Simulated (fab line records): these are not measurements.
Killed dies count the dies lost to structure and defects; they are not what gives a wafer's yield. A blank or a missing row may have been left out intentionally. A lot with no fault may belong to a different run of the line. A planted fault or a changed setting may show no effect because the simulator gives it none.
Which tool was responsible? / flow n5Finfet / 11 lots, 33 wafers sampled, at 4 steps of a route of 1938

## WHAT THE GAUGES READ, wafer by wafer
No reading from a measuring or inspecting step in the record can be judged against a usual standard deviation.

## WHICH TOOL RAN EACH LOT (tool, then ch and the chambers of the sampled wafers, then the start)
lot=L531; N5_GATE_CUT_PECVD_57=pecvd-03 ch 1,2, day 4 12:17; N5_PASSIVATION_PASS_ETCH_74=rieDiel-03 ch 0,1, day 11 17:48; N5_PASSIVATION_STRIP_48=rieDiel-05 ch 0,3, day 11 21:55; N5_PASSIVATION_PROBE_49=prober-01, day 12 00:32
lot=L532; N5_GATE_CUT_PECVD_57=pecvd-03 ch 0,1,2, day 4 18:44; N5_PASSIVATION_PASS_ETCH_74=rieDiel-01 ch 0,3, day 11 21:23; N5_PASSIVATION_STRIP_48=rieDiel-06 ch 0,3, day 12 02:20; N5_PASSIVATION_PROBE_49=prober-02, day 12 05:08
lot=L533; N5_GATE_CUT_PECVD_57=pecvd-04 ch 0,2, day 4 21:49; N5_PASSIVATION_PASS_ETCH_74=rieDiel-01 ch 0,2, day 12 14:00; N5_PASSIVATION_STRIP_48=rieDiel-05 ch 2,3, day 12 18:02; N5_PASSIVATION_PROBE_49=prober-02, day 12 20:31
lot=L534; N5_GATE_CUT_PECVD_57=pecvd-04 ch 0,2, day 5 04:38; N5_PASSIVATION_PASS_ETCH_74=rieDiel-02 ch 0,1,2, day 13 00:51; N5_PASSIVATION_STRIP_48=rieDiel-06 ch 0,1,3, day 13 05:46; N5_PASSIVATION_PROBE_49=prober-01, day 13 08:55
lot=L538; N5_GATE_CUT_PECVD_57=pecvd-04 ch 0,2, day 6 06:23; N5_PASSIVATION_PASS_ETCH_74=rieDiel-02 ch 0,1,3, day 13 14:14; N5_PASSIVATION_STRIP_48=rieDiel-06 ch 0,1, day 13 19:23; N5_PASSIVATION_PROBE_49=prober-02, day 13 22:17
lot=L542; N5_GATE_CUT_PECVD_57=pecvd-04 ch 1,2, day 7 05:16; N5_PASSIVATION_PASS_ETCH_74=rieDiel-01 ch 1,2,3, day 15 05:34; N5_PASSIVATION_STRIP_48=rieDiel-06 ch 0,1, day 15 10:38; N5_PASSIVATION_PROBE_49=prober-02, day 15 13:10
lot=L543; N5_GATE_CUT_PECVD_57=pecvd-04 ch 0,1,2, day 7 14:01; N5_PASSIVATION_PASS_ETCH_74=rieDiel-01 ch 2,3, day 15 00:54; N5_PASSIVATION_STRIP_48=rieDiel-06 ch 1,3, day 15 05:40; N5_PASSIVATION_PROBE_49=prober-01, day 15 08:14
lot=L544; N5_GATE_CUT_PECVD_57=pecvd-04 ch 1,2, day 7 16:08; N5_PASSIVATION_PASS_ETCH_74=rieDiel-01 ch 0,2, day 15 11:38; N5_PASSIVATION_STRIP_48=rieDiel-05 ch 0,3, day 15 16:25; N5_PASSIVATION_PROBE_49=prober-01, day 15 18:56
lot=L546; N5_GATE_CUT_PECVD_57=pecvd-04 ch 0,1,2, day 8 07:26; N5_PASSIVATION_PASS_ETCH_74=rieDiel-01 ch 1,2, day 16 11:28; N5_PASSIVATION_STRIP_48=rieDiel-04 ch 0,2,3, day 16 15:25; N5_PASSIVATION_PROBE_49=prober-01, day 16 17:55
lot=L547; N5_GATE_CUT_PECVD_57=pecvd-04 ch 0,1,2, day 8 12:11; N5_PASSIVATION_PASS_ETCH_74=rieDiel-03 ch 0,1,2, day 16 23:40; N5_PASSIVATION_STRIP_48=rieDiel-05 ch 0,3, day 17 03:37; N5_PASSIVATION_PROBE_49=prober-02, day 17 06:17
lot=L548; N5_GATE_CUT_PECVD_57=pecvd-04 ch 1,2, day 8 18:08; N5_PASSIVATION_PASS_ETCH_74=rieDiel-01 ch 1,2, day 16 20:28; N5_PASSIVATION_STRIP_48=rieDiel-04 ch 0,2,3, day 17 00:23; N5_PASSIVATION_PROBE_49=prober-02, day 17 11:10
- N5_GATE_CUT_PECVD_57: deposits SiNx from SiH4/NH3/N2, target thk 21 nm.
- N5_PASSIVATION_PASS_ETCH_74: etches SiNx in CF4/O2, target depth 220 nm, time 110 s.
- N5_PASSIVATION_STRIP_48: strips in O2.
- N5_PASSIVATION_PROBE_49

## AS READ BY THE TOOLS THEMSELVES (means over the sampled wafers that have a number; for cases with no such wafer, the mark the record gives instead)
N5_GATE_CUT_PECVD_57. Usual: heaterPowerW 754 W, standard deviation 91; showerheadPlenumPTorr 5.14 Torr, standard deviation 0.047; throttleValvePct 40.0 %, standard deviation 3.
lot=L531; tool=pecvd-03; heaterPowerW (W)=804; showerheadPlenumPTorr (Torr)=5.16; throttleValvePct (%)=38.7; flag=
lot=L532; tool=pecvd-03; heaterPowerW (W)=829; showerheadPlenumPTorr (Torr)=5.18; throttleValvePct (%)=39.5; flag=
lot=L533; tool=pecvd-04; heaterPowerW (W)=772; showerheadPlenumPTorr (Torr)=5.09; throttleValvePct (%)=43.0; flag=
lot=L534; tool=pecvd-04; heaterPowerW (W)=798; showerheadPlenumPTorr (Torr)=5.09; throttleValvePct (%)=42.8; flag=
lot=L538; tool=pecvd-04; heaterPowerW (W)=758; showerheadPlenumPTorr (Torr)=5.08; throttleValvePct (%)=42.9; flag=
lot=L542; tool=pecvd-04; heaterPowerW (W)=778; showerheadPlenumPTorr (Torr)=5.13; throttleValvePct (%)=37.2; flag=
lot=L543; tool=pecvd-04; heaterPowerW (W)=760; showerheadPlenumPTorr (Torr)=5.13; throttleValvePct (%)=40.0; flag=
lot=L544; tool=pecvd-04; heaterPowerW (W)=760; showerheadPlenumPTorr (Torr)=5.12; throttleValvePct (%)=37.1; flag=
lot=L546; tool=pecvd-04; heaterPowerW (W)=758; showerheadPlenumPTorr (Torr)=5.11; throttleValvePct (%)=40.2; flag=
lot=L547; tool=pecvd-04; heaterPowerW (W)=749; showerheadPlenumPTorr (Torr)=5.11; throttleValvePct (%)=40.1; flag=
lot=L548; tool=pecvd-04; heaterPowerW (W)=764; showerheadPlenumPTorr (Torr)=5.14; throttleValvePct (%)=37.3; flag=

N5_PASSIVATION_PASS_ETCH_74. Usual: cf4FlowSccm 100.1 sccm, standard deviation 0.32; drypumpMotorCurrentA 5.8 A, standard deviation 0.49; oes_f_703_au 0.82 a.u., standard deviation 0.11; oes_o_777_au 0.83 a.u., standard deviation 0.1; oesProductAu 0.82 a.u., standard deviation 0.1; rfVppV 242 V, standard deviation 9.4; showerheadPlenumPTorr 2.22 Torr, standard deviation 0.077; throttleValvePct 15.95 %, standard deviation 0.23.
lot=L531; tool=rieDiel-03; cf4FlowSccm (sccm)=100.2; drypumpMotorCurrentA (A)=5.7; oes_f_703_au (a.u.)=0.74; oes_o_777_au (a.u.)=0.75; oesProductAu (a.u.)=0.73; rfVppV (V)=237; showerheadPlenumPTorr (Torr)=2.15; throttleValvePct (%)=16.32; flag=
lot=L532; tool=rieDiel-01; cf4FlowSccm (sccm)=100.1; drypumpMotorCurrentA (A)=6.2; oes_f_703_au (a.u.)=0.74; oes_o_777_au (a.u.)=0.75; oesProductAu (a.u.)=0.75; rfVppV (V)=253; showerheadPlenumPTorr (Torr)=2.26; throttleValvePct (%)=16.09; flag=
lot=L533; tool=rieDiel-01; cf4FlowSccm (sccm)=100.2; drypumpMotorCurrentA (A)=5.7; oes_f_703_au (a.u.)=0.93; oes_o_777_au (a.u.)=0.94; oesProductAu (a.u.)=0.95; rfVppV (V)=249; showerheadPlenumPTorr (Torr)=2.19; throttleValvePct (%)=15.92; flag=
lot=L534; tool=rieDiel-02; cf4FlowSccm (sccm)=100.3; drypumpMotorCurrentA (A)=5.7; oes_f_703_au (a.u.)=0.71; oes_o_777_au (a.u.)=0.74; oesProductAu (a.u.)=0.73; rfVppV (V)=244; showerheadPlenumPTorr (Torr)=2.14; throttleValvePct (%)=16.00; flag=
lot=L538; tool=rieDiel-02; cf4FlowSccm (sccm)=100.0; drypumpMotorCurrentA (A)=5.7; oes_f_703_au (a.u.)=0.77; oes_o_777_au (a.u.)=0.80; oesProductAu (a.u.)=0.77; rfVppV (V)=238; showerheadPlenumPTorr (Torr)=2.22; throttleValvePct (%)=15.89; flag=
lot=L542; tool=rieDiel-01; cf4FlowSccm (sccm)=100.0; drypumpMotorCurrentA (A)=6.3; oes_f_703_au (a.u.)=0.85; oes_o_777_au (a.u.)=0.86; oesProductAu (a.u.)=0.86; rfVppV (V)=247; showerheadPlenumPTorr (Torr)=2.26; throttleValvePct (%)=15.94; flag=
lot=L543; tool=rieDiel-01; cf4FlowSccm (sccm)=100.0; drypumpMotorCurrentA (A)=6.3; oes_f_703_au (a.u.)=0.75; oes_o_777_au (a.u.)=0.78; oesProductAu (a.u.)=0.77; rfVppV (V)=258; showerheadPlenumPTorr (Torr)=2.23; throttleValvePct (%)=16.21; flag=
lot=L544; tool=rieDiel-01; cf4FlowSccm (sccm)=99.9; drypumpMotorCurrentA (A)=5.7; oes_f_703_au (a.u.)=0.88; oes_o_777_au (a.u.)=0.90; oesProductAu (a.u.)=0.89; rfVppV (V)=249; showerheadPlenumPTorr (Torr)=2.18; throttleValvePct (%)=15.97; flag=
lot=L546; tool=rieDiel-01; cf4FlowSccm (sccm)=100.2; drypumpMotorCurrentA (A)=6.3; oes_f_703_au (a.u.)=0.94; oes_o_777_au (a.u.)=0.91; oesProductAu (a.u.)=0.93; rfVppV (V)=237; showerheadPlenumPTorr (Torr)=2.29; throttleValvePct (%)=15.69; flag=
lot=L547; tool=rieDiel-03; cf4FlowSccm (sccm)=100.2; drypumpMotorCurrentA (A)=5.6; oes_f_703_au (a.u.)=0.87; oes_o_777_au (a.u.)=0.86; oesProductAu (a.u.)=0.86; rfVppV (V)=235; showerheadPlenumPTorr (Torr)=2.19; throttleValvePct (%)=16.05; flag=
lot=L548; tool=rieDiel-01; cf4FlowSccm (sccm)=100.1; drypumpMotorCurrentA (A)=6.3; oes_f_703_au (a.u.)=0.93; oes_o_777_au (a.u.)=0.90; oesProductAu (a.u.)=0.92; rfVppV (V)=236; showerheadPlenumPTorr (Torr)=2.29; throttleValvePct (%)=15.70; flag=

N5_PASSIVATION_STRIP_48. Usual: drypumpMotorCurrentA 5.9 A, standard deviation 0.47; oesProductAu 0.83 a.u., standard deviation 0.085; rfVppV 3.7 V, standard deviation 2.5; showerheadPlenumPTorr 2.09 Torr, standard deviation 0.093; tempC 60.00 C, standard deviation 0.12; throttleValvePct 16.56 %, standard deviation 0.2.
lot=L531; tool=rieDiel-05; drypumpMotorCurrentA (A)=5.7; oesProductAu (a.u.)=0.93; rfVppV (V)=6.1; showerheadPlenumPTorr (Torr)=2.20; tempC (C)=60.16; throttleValvePct (%)=16.57; flag=
lot=L532; tool=rieDiel-06; drypumpMotorCurrentA (A)=6.5; oesProductAu (a.u.)=0.82; rfVppV (V)=7.7; showerheadPlenumPTorr (Torr)=2.02; tempC (C)=60.02; throttleValvePct (%)=16.50; flag=
lot=L533; tool=rieDiel-05; drypumpMotorCurrentA (A)=5.4; oesProductAu (a.u.)=0.85; rfVppV (V)=1.8; showerheadPlenumPTorr (Torr)=2.08; tempC (C)=60.10; throttleValvePct (%)=16.55; flag=
lot=L534; tool=rieDiel-06; drypumpMotorCurrentA (A)=6.4; oesProductAu (a.u.)=0.88; rfVppV (V)=5.2; showerheadPlenumPTorr (Torr)=2.04; tempC (C)=60.01; throttleValvePct (%)=16.58; flag=
lot=L538; tool=rieDiel-06; drypumpMotorCurrentA (A)=6.2; oesProductAu (a.u.)=0.89; rfVppV (V)=4.3; showerheadPlenumPTorr (Torr)=2.06; tempC (C)=60.09; throttleValvePct (%)=16.62; flag=
lot=L542; tool=rieDiel-06; drypumpMotorCurrentA (A)=6.4; oesProductAu (a.u.)=0.86; rfVppV (V)=5.4; showerheadPlenumPTorr (Torr)=2.05; tempC (C)=59.99; throttleValvePct (%)=16.66; flag=
lot=L543; tool=rieDiel-06; drypumpMotorCurrentA (A)=6.2; oesProductAu (a.u.)=0.85; rfVppV (V)=2.5; showerheadPlenumPTorr (Torr)=2.04; tempC (C)=59.99; throttleValvePct (%)=16.68; flag=
lot=L544; tool=rieDiel-05; drypumpMotorCurrentA (A)=5.6; oesProductAu (a.u.)=0.88; rfVppV (V)=4.7; showerheadPlenumPTorr (Torr)=2.11; tempC (C)=59.97; throttleValvePct (%)=16.61; flag=
lot=L546; tool=rieDiel-04; drypumpMotorCurrentA (A)=5.6; oesProductAu (a.u.)=0.78; rfVppV (V)=3.0; showerheadPlenumPTorr (Torr)=2.14; tempC (C)=59.99; throttleValvePct (%)=16.58; flag=
lot=L547; tool=rieDiel-05; drypumpMotorCurrentA (A)=5.7; oesProductAu (a.u.)=0.83; rfVppV (V)=1.8; showerheadPlenumPTorr (Torr)=2.18; tempC (C)=59.91; throttleValvePct (%)=16.65; flag=
lot=L548; tool=rieDiel-04; drypumpMotorCurrentA (A)=5.6; oesProductAu (a.u.)=0.75; rfVppV (V)=2.3; showerheadPlenumPTorr (Torr)=2.14; tempC (C)=60.00; throttleValvePct (%)=16.59; flag=

N5_PASSIVATION_PROBE_49. Usual: defectLimitedYield 91.1 %, standard deviation 1.5; killed_at_M0_to_M3 37, standard deviation 11; killed_at_M4_up 13, standard deviation 5.6; killedAtContacts 12, standard deviation 5.6; killedAtFrontEnd 39, standard deviation 11; killedAtOther 4, standard deviation 3.1; killedDies 105, standard deviation 18; killedOnRim 14, standard deviation 3.8; killedOpen 69, standard deviation 13; killedShort 35, standard deviation 7.4; sort_bin_4_leakage 0.00 %, standard deviation 0.022; sort_bin_5_function 5.1 %, standard deviation 0.92; sort_bin_6_memory 3.4 %, standard deviation 0.76; sort_bin_8_speed 0.02 %, standard deviation 0.11; sortNPass 1075, standard deviation 18; sortYieldPct 91.1 %, standard deviation 1.5.
lot=L531; tool=prober-01; defectLimitedYield (%)=91.0; killed_at_M0_to_M3=41; killed_at_M4_up=15; killedAtContacts=15; killedAtFrontEnd=34; killedAtOther=2; killedDies=107; killedOnRim=11; killedOpen=66; killedShort=40; sort_bin_4_leakage (%)=0.00; sort_bin_5_function (%)=4.8; sort_bin_6_memory (%)=3.6; sort_bin_8_speed (%)=0.03; sortNPass=1073; sortYieldPct (%)=91.0; flag=
lot=L532; tool=prober-02; defectLimitedYield (%)=92.2; killed_at_M0_to_M3=28; killed_at_M4_up=10; killedAtContacts=14; killedAtFrontEnd=39; killedAtOther=1; killedDies=92; killedOnRim=8; killedOpen=63; killedShort=29; sort_bin_4_leakage (%)=0.03; sort_bin_5_function (%)=4.5; sort_bin_6_memory (%)=2.9; sort_bin_8_speed (%)=0.00; sortNPass=1087; sortYieldPct (%)=92.2; flag=
lot=L533; tool=prober-02; defectLimitedYield (%)=91.1; killed_at_M0_to_M3=43; killed_at_M4_up=12; killedAtContacts=16; killedAtFrontEnd=30; killedAtOther=4; killedDies=105; killedOnRim=12; killedOpen=69; killedShort=36; sort_bin_4_leakage (%)=0.00; sort_bin_5_function (%)=5.1; sort_bin_6_memory (%)=3.5; sort_bin_8_speed (%)=0.00; sortNPass=1075; sortYieldPct (%)=91.1; flag=
lot=L534; tool=prober-01; defectLimitedYield (%)=91.2; killed_at_M0_to_M3=38; killed_at_M4_up=16; killedAtContacts=10; killedAtFrontEnd=35; killedAtOther=4; killedDies=104; killedOnRim=12; killedOpen=68; killedShort=31; sort_bin_4_leakage (%)=0.00; sort_bin_5_function (%)=5.1; sort_bin_6_memory (%)=3.4; sort_bin_8_speed (%)=0.00; sortNPass=1076; sortYieldPct (%)=91.2; flag=
lot=L538; tool=prober-02; defectLimitedYield (%)=92.2; killed_at_M0_to_M3=26; killed_at_M4_up=13; killedAtContacts=16; killedAtFrontEnd=34; killedAtOther=2; killedDies=92; killedOnRim=12; killedOpen=62; killedShort=29; sort_bin_4_leakage (%)=0.00; sort_bin_5_function (%)=4.8; sort_bin_6_memory (%)=2.7; sort_bin_8_speed (%)=0.11; sortNPass=1087; sortYieldPct (%)=92.1; flag=
lot=L542; tool=prober-02; defectLimitedYield (%)=90.9; killed_at_M0_to_M3=40; killed_at_M4_up=10; killedAtContacts=22; killedAtFrontEnd=30; killedAtOther=4; killedDies=107; killedOnRim=14; killedOpen=71; killedShort=36; sort_bin_4_leakage (%)=0.00; sort_bin_5_function (%)=5.2; sort_bin_6_memory (%)=3.4; sort_bin_8_speed (%)=0.00; sortNPass=1073; sortYieldPct (%)=90.9; flag=
lot=L543; tool=prober-01; defectLimitedYield (%)=93.2; killed_at_M0_to_M3=34; killed_at_M4_up=6; killedAtContacts=5; killedAtFrontEnd=29; killedAtOther=6; killedDies=80; killedOnRim=9; killedOpen=52; killedShort=27; sort_bin_4_leakage (%)=0.00; sort_bin_5_function (%)=3.8; sort_bin_6_memory (%)=2.8; sort_bin_8_speed (%)=0.00; sortNPass=1100; sortYieldPct (%)=93.2; flag=
lot=L544; tool=prober-01; defectLimitedYield (%)=92.9; killed_at_M0_to_M3=24; killed_at_M4_up=15; killedAtContacts=11; killedAtFrontEnd=30; killedAtOther=5; killedDies=84; killedOnRim=12; killedOpen=54; killedShort=31; sort_bin_4_leakage (%)=0.00; sort_bin_5_function (%)=4.4; sort_bin_6_memory (%)=2.4; sort_bin_8_speed (%)=0.06; sortNPass=1095; sortYieldPct (%)=92.8; flag=
lot=L546; tool=prober-01; defectLimitedYield (%)=86.5; killed_at_M0_to_M3=28; killed_at_M4_up=11; killedAtContacts=12; killedAtFrontEnd=108; killedAtOther=1; killedDies=159; killedOnRim=22; killedOpen=58; killedShort=35; sort_bin_4_leakage (%)=0.00; sort_bin_5_function (%)=8.1; sort_bin_6_memory (%)=4.2; sort_bin_8_speed (%)=0.00; sortNPass=1021; sortYieldPct (%)=86.5; flag=OFF
lot=L547; tool=prober-02; defectLimitedYield (%)=86.6; killed_at_M0_to_M3=31; killed_at_M4_up=14; killedAtContacts=12; killedAtFrontEnd=99; killedAtOther=1; killedDies=158; killedOnRim=21; killedOpen=59; killedShort=36; sort_bin_4_leakage (%)=0.00; sort_bin_5_function (%)=8.2; sort_bin_6_memory (%)=4.1; sort_bin_8_speed (%)=0.00; sortNPass=1022; sortYieldPct (%)=86.6; flag=OFF
lot=L548; tool=prober-02; defectLimitedYield (%)=88.1; killed_at_M0_to_M3=25; killed_at_M4_up=12; killedAtContacts=9; killedAtFrontEnd=92; killedAtOther=3; killedDies=141; killedOnRim=28; killedOpen=67; killedShort=31; sort_bin_4_leakage (%)=0.00; sort_bin_5_function (%)=7.0; sort_bin_6_memory (%)=3.7; sort_bin_8_speed (%)=0.00; sortNPass=1039; sortYieldPct (%)=88.1; flag=OFF

## THE ANSWER, worked out from the rows above alone
Rule: lot off if the mean of its wafers having a number is beyond 3 standard deviations from the usual mean. Also off: a lot with no number at a reading for which 4 or more lots have one. The other lots that the step has rows for count as sound. First the gauges in route order, then the tools' own readings, where a lot's mean is used as printed above. At the first step where some lot is off, the reading lying furthest off is the one used; lots without a number count as furthest.
Off: L546, L547, L548, at N5_PASSIVATION_PROBE_49 (killedAtFrontEnd).
A tool fits if, at that step or a process step before it, it ran every lot that is off, and no sound lot after the first of them. One fits: pecvd-04 at N5_GATE_CUT_PECVD_57. A fault onset in the window from L544 (day 7 16:08, its last sound lot) to L546 (day 8 07:26, its first lot off) fits.

## WHAT WAS PUT IN BY THE SIMULATOR
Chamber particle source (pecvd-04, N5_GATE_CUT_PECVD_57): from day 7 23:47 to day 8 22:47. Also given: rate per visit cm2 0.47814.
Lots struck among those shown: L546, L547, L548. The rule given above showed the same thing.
